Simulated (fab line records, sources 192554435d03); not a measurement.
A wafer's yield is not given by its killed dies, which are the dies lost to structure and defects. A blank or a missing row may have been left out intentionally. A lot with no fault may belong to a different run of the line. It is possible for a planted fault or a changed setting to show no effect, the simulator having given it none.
Matching of chambers || flow n5 finfet || rie diel-02 running N5_BEOL_M7_ETCH_66: 4 sister chambers
The step etches SOC in N2/H2, target depth 80 nm, overetch 16 nm, time 120 s. 16 wafers are shown with their chamber, then 8 later ones without.

## WAFERS WITH THEIR CHAMBER
{"wafer": "L074.2", "chamber": 0, "drypump motor current A (A)": 6.3, "showerhead plenum p Torr (Torr)": 2.52, "oes product au (a.u.)": 0.55}
{"wafer": "L074.4", "chamber": 2, "drypump motor current A (A)": 6.4, "showerhead plenum p Torr (Torr)": 2.58, "oes product au (a.u.)": 0.66}
{"wafer": "L074.6", "chamber": 1, "drypump motor current A (A)": 6.4, "showerhead plenum p Torr (Torr)": 2.52, "oes product au (a.u.)": 0.54}
{"wafer": "L078.1", "chamber": 3, "drypump motor current A (A)": 5.6, "showerhead plenum p Torr (Torr)": 2.68, "oes product au (a.u.)": 0.66}
{"wafer": "L078.2", "chamber": 0, "drypump motor current A (A)": 6.3, "showerhead plenum p Torr (Torr)": 2.51, "oes product au (a.u.)": 0.54}
{"wafer": "L078.6", "chamber": 1, "drypump motor current A (A)": 6.4, "showerhead plenum p Torr (Torr)": 2.52, "oes product au (a.u.)": 0.54}
{"wafer": "L080.1", "chamber": 1, "drypump motor current A (A)": 6.4, "showerhead plenum p Torr (Torr)": 2.52, "oes product au (a.u.)": 0.54}
{"wafer": "L080.3", "chamber": 3, "drypump motor current A (A)": 5.5, "showerhead plenum p Torr (Torr)": 2.68, "oes product au (a.u.)": 0.66}
{"wafer": "L080.4", "chamber": 2, "drypump motor current A (A)": 6.3, "showerhead plenum p Torr (Torr)": 2.58, "oes product au (a.u.)": 0.64}
{"wafer": "L083.3", "chamber": 1, "drypump motor current A (A)": 6.4, "showerhead plenum p Torr (Torr)": 2.52, "oes product au (a.u.)": 0.54}
{"wafer": "L083.4", "chamber": 0, "drypump motor current A (A)": 6.3, "showerhead plenum p Torr (Torr)": 2.51, "oes product au (a.u.)": 0.54}
{"wafer": "L083.5", "chamber": 0, "drypump motor current A (A)": 6.3, "showerhead plenum p Torr (Torr)": 2.51, "oes product au (a.u.)": 0.54}
{"wafer": "L088.1", "chamber": 0, "drypump motor current A (A)": 6.3, "showerhead plenum p Torr (Torr)": 2.50, "oes product au (a.u.)": 0.53}
{"wafer": "L088.2", "chamber": 3, "drypump motor current A (A)": 5.5, "showerhead plenum p Torr (Torr)": 2.67, "oes product au (a.u.)": 0.62}
{"wafer": "L088.4", "chamber": 1, "drypump motor current A (A)": 6.4, "showerhead plenum p Torr (Torr)": 2.51, "oes product au (a.u.)": 0.53}
{"wafer": "L096.1", "chamber": 2, "drypump motor current A (A)": 6.4, "showerhead plenum p Torr (Torr)": 2.56, "oes product au (a.u.)": 0.61}

SIGNATURES (means of the wafers above)
{"reading": "drypump motor current A", "chamber 0": 6.300, "chamber 1": 6.400, "chamber 2": 6.367, "chamber 3": 5.533, "scatter within a chamber": 0.0333}
{"reading": "showerhead plenum p Torr", "chamber 0": 2.5100, "chamber 1": 2.5180, "chamber 2": 2.5733, "chamber 3": 2.6767, "scatter within a chamber": 0.00715}
{"reading": "oes product au", "chamber 0": 0.5400, "chamber 1": 0.5380, "chamber 2": 0.6367, "chamber 3": 0.6467, "scatter within a chamber": 0.0148}
Rule: a wafer's distance from a chamber is the root of the sum, over the readings, of the square of ((its reading less the chamber's mean) divided by the reading's scatter). If the next closest chamber is less than 2 further off than the closest, the wafer can't be placed; otherwise it belongs to the closest. The scatter is the square root of a quotient: the sum, over the shown wafers, of each reading's squared deviation from its chamber's mean, divided by wafers minus chambers.

## WAFERS MISSING THEIR CHAMBER
{"wafer": "L096.5", "drypump motor current A (A)": 6.3, "showerhead plenum p Torr (Torr)": 2.50, "oes product au (a.u.)": 0.53}
{"wafer": "L096.6", "drypump motor current A (A)": 5.5, "showerhead plenum p Torr (Torr)": 2.67, "oes product au (a.u.)": 0.62}
{"wafer": "L097.4", "drypump motor current A (A)": 6.4, "showerhead plenum p Torr (Torr)": 2.56, "oes product au (a.u.)": 0.61}
{"wafer": "L097.5", "drypump motor current A (A)": 6.3, "showerhead plenum p Torr (Torr)": 2.50, "oes product au (a.u.)": 0.53}
{"wafer": "L097.6", "drypump motor current A (A)": 6.4, "showerhead plenum p Torr (Torr)": 2.50, "oes product au (a.u.)": 0.52}
{"wafer": "L092.1", "drypump motor current A (A)": 6.4, "showerhead plenum p Torr (Torr)": 2.56, "oes product au (a.u.)": 0.61}
{"wafer": "L092.3", "drypump motor current A (A)": 6.3, "showerhead plenum p Torr (Torr)": 2.50, "oes product au (a.u.)": 0.52}
{"wafer": "L092.5", "drypump motor current A (A)": 6.4, "showerhead plenum p Torr (Torr)": 2.50, "oes product au (a.u.)": 0.52}

## CHAMBER TAKEN BY EACH
{"wafer": "L096.5", "from the rows above": 0, "in truth": 0}
{"wafer": "L096.6", "from the rows above": 3, "in truth": 3}
{"wafer": "L097.4", "from the rows above": 2, "in truth": 2}
{"wafer": "L097.5", "from the rows above": 0, "in truth": 0}
{"wafer": "L097.6", "from the rows above": "can't be placed: 1 or 0", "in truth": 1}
{"wafer": "L092.1", "from the rows above": 2, "in truth": 2}
{"wafer": "L092.3", "from the rows above": 0, "in truth": 0}
{"wafer": "L092.5", "from the rows above": "can't be placed: 1 or 0", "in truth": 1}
6 of 8 placed correctly. Can't be placed from these rows: 2 (the true chamber is among the candidates in 2). Number placed wrongly: 0.
